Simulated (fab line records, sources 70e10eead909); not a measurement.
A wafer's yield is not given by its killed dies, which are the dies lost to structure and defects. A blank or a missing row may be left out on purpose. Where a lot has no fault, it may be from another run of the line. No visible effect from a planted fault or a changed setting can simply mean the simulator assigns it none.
Problem report in the 8D (eight disciplines) form, filled by code	flow nand_harc	the parts of the form that need people (team, actions taken, sign-off) are left out

1. WHAT IS WRONG
Wafers without a fault read 11, standard deviation 5.3; raw_defect_count at NHARC_A_ZERO_WELL_INSPECT_17 reads a mean of 298 on 6 wafers belonging to 2 lots. Relative to the usual mean, that is a shift of +54 standard deviations.
First seen on wafer L945.2, day 11 17:02, on defect_inspect-02. The record has a number at this step for 33 wafers belonging to 11 lots. By rule, "out" or "out of limits" means more than 4 standard deviations away from the usual mean. The other wafers with a number count as sound.

2. WHAT IT IS, WHAT IT ISN'T
question	is	is not
which readings at this step	raw_defect_count	-
which lots	L945, L946	L934, L935, L947, L949, L950, L952, L953, L954, L955
which wafers of those lots	all that have a number	-
read on which gauges	defect_inspect-01, defect_inspect-02	-
when	from day 11 17:02	up to then (6 sound wafers); but 21 sound wafers of L947, L949, L950, L952, L953, L954, L955 came after

3. SUSPECTS, AND WHAT RULES EACH OUT
Counting: a tool stays on the suspect list if, at a process step up to the reading, it processed all lots that are out and no sound lot following the first of them.
- the gauge at NHARC_A_ZERO_WELL_INSPECT_17 has been ruled out. The wafers that are out were read on 2 gauges (defect_inspect-01, defect_inspect-02).
- rie_diel-08 at NHARC_P_BONDPAD_DESCUM_11 (chemistry O2, time 3 s): ruled out as a lasting fault. Following L945 (day 11 11:44), the first lot on it that is out, the sound lots L947, L949, L952, L955 were run on it.
- rie_diel-08 at NHARC_P_BONDPAD_ETCH_12 (etches the open film in CHF3/O2, target depth 200 nm, time 100 s): ruled out as a lasting fault. Following L945 (day 11 16:07), the first lot on it that is out, the sound lots L947, L949, L952, L955 were run on it. NHARC_P_BONDPAD_ETCH_12: start missing for some lots; hours and lot order therefore follow NHARC_A_ZERO_WELL_STRIP_14.
- wet_bench-04 at NHARC_A_ZERO_WELL_STRIP_14 (strips in SPM, time 900 s): ruled out as a lasting fault. Following L945 (day 11 16:07), the first lot on it that is out, the sound lots L955 were run on it.
Left after counting: nothing in the record.

4. THE CAUSE (what the simulator had put in)
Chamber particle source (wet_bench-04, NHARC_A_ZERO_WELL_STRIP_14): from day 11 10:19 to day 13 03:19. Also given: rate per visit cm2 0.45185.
Counting ruled it out, wrongly: the rule takes a fault to strike every lot that its tool runs from its start on, and this one did not.

5. THE CHAIN OF EFFECTS, in route order
Rows list readings where the struck wafers' mean (over those with a number) sits beyond 3 standard deviations from the usual. Readings are gone through only where the record gives a usual standard deviation; hours: the median, over the lots, of the time from a lot's start at the first step in this table giving one to that lot's start at this step; sigmas: the change measured in usual standard deviations.
hours	step	reading	usual	on struck wafers	change	sigmas
0	NHARC_A_ZERO_WELL_INSPECT_17	raw_defect_count	11	298	+287	+54
20	NHARC_A_SOURCE_PLATE_INSPECT_08	raw_defect_count	59	350	+292	+13
417	NHARC_END_SORT_01	killed_at_array	46	99	+53	+3.5
417	NHARC_END_SORT_01	killed_dies	50	100	+50	+3.3
Later measuring or inspecting steps at which every struck wafer that the step has a row for has a number for every such reading, and none has moved that far: NHARC_A_ONON_D1_THK_MEAS_05.

6. WHAT WOULD HAVE CAUGHT IT SOONER
Counted from the fault's start at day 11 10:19, it took 7 hours until the first out-of-limits reading at a measuring or inspecting step in this record, taken at day 11 17:02.
